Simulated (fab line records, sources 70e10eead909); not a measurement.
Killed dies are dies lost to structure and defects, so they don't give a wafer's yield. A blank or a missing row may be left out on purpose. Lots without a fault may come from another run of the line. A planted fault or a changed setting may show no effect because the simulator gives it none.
Chamber matching | flow nand_harc | NHARC_A_STAIRCASE_DEP_471 on pecvd-01: 3 sister chambers
The step deposits SiO2, target thk 100 nm. 3 wafers are shown with their chamber, then 7 later ones without.

WAFERS WITH THEIR CHAMBER
wafer  | chamber | heater_power_w (W)
L083.1 | 0       | 675
L086.2 | 1       | 765
L086.4 | 2       | 485

WAFERS WITHOUT THEIR CHAMBER
wafer  | heater_power_w (W)
L086.5 | 779
L088.4 | 728
L088.5 | 457
L088.6 | 705
L096.2 | 723
L096.3 | 486
L096.5 | 662

WHICH CHAMBER EACH WENT THROUGH
wafer  | from the rows above     | in truth
L086.5 | 1                       | 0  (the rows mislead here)
L088.4 | can't be placed: 1 or 0 | 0
L088.5 | 2                       | 2
L088.6 | can't be placed: 0 or 1 | 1
L096.2 | can't be placed: 1 or 0 | 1
L096.3 | 2                       | 2
L096.5 | 0                       | 0
Placed correctly: 3 of 7. Can't be placed from these rows: 3 (the true chamber is among the candidates in 3). Placed wrongly: 1.
How it was worked out, from the rows above alone: a wafer's distance from a chamber is the root of the sum, over the readings, of the square of ((its reading less the chamber's mean) divided by the reading's scatter). The wafer belongs to the nearest chamber; if the next one is less than 2 further off, it can't be placed. A chamber's mean is the mean of its shown wafers. The scatter: with one shown wafer a chamber, the root of the mean of the squares of how far each hidden wafer lies from its nearest shown one.
